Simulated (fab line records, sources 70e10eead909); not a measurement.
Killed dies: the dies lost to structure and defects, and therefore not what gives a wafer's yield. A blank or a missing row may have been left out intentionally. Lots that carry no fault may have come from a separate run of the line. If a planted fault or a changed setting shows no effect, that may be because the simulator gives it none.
Chamber matching -- flow nand-harc -- NHARC_P_M0_STRIP_18 on rie-diel-06: 4 sister chambers
The step strips in N2/H2. 4 wafers are shown with their chamber, then 8 later ones without.

## WAFERS, EACH WITH ITS CHAMBER
wafer,chamber,drypump-motor-current-A (A)
L082.2,1,6.5
L088.1,0,5.8
L088.4,3,5.6
L094.3,2,5.8

## WAFERS MISSING THEIR CHAMBER
wafer,drypump-motor-current-A (A)
L094.4,5.8
L094.5,5.8
L095.1,6.5
L095.2,5.5
L095.3,5.8
L095.4,5.8
L095.5,5.8
L095.6,6.5

## WHICH CHAMBER EACH WENT THROUGH
wafer,from the rows above,in truth
L094.4,can't be placed: 0 or 2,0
L094.5,can't be placed: 0 or 2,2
L095.1,1,1
L095.2,3,3
L095.3,can't be placed: 0 or 2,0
L095.4,can't be placed: 0 or 2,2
L095.5,can't be placed: 0 or 2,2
L095.6,1,1
3 of 8 placed correctly. Not placeable from these rows: 5 (in 5, the candidates include the true chamber). Wrongly placed: 0.
How it was worked out, from the rows above alone: a wafer's distance from a chamber is the root of the sum, over the readings, of the square of ((its reading less the chamber's mean) divided by the reading's scatter). The wafer belongs to the nearest chamber; if the next one is less than 2 further off, it can't be placed. Each chamber's mean is taken over the wafers shown for it. The scatter (one wafer shown for each chamber): square how far every hidden wafer sits from the nearest shown wafer, average those squares and take the square root.
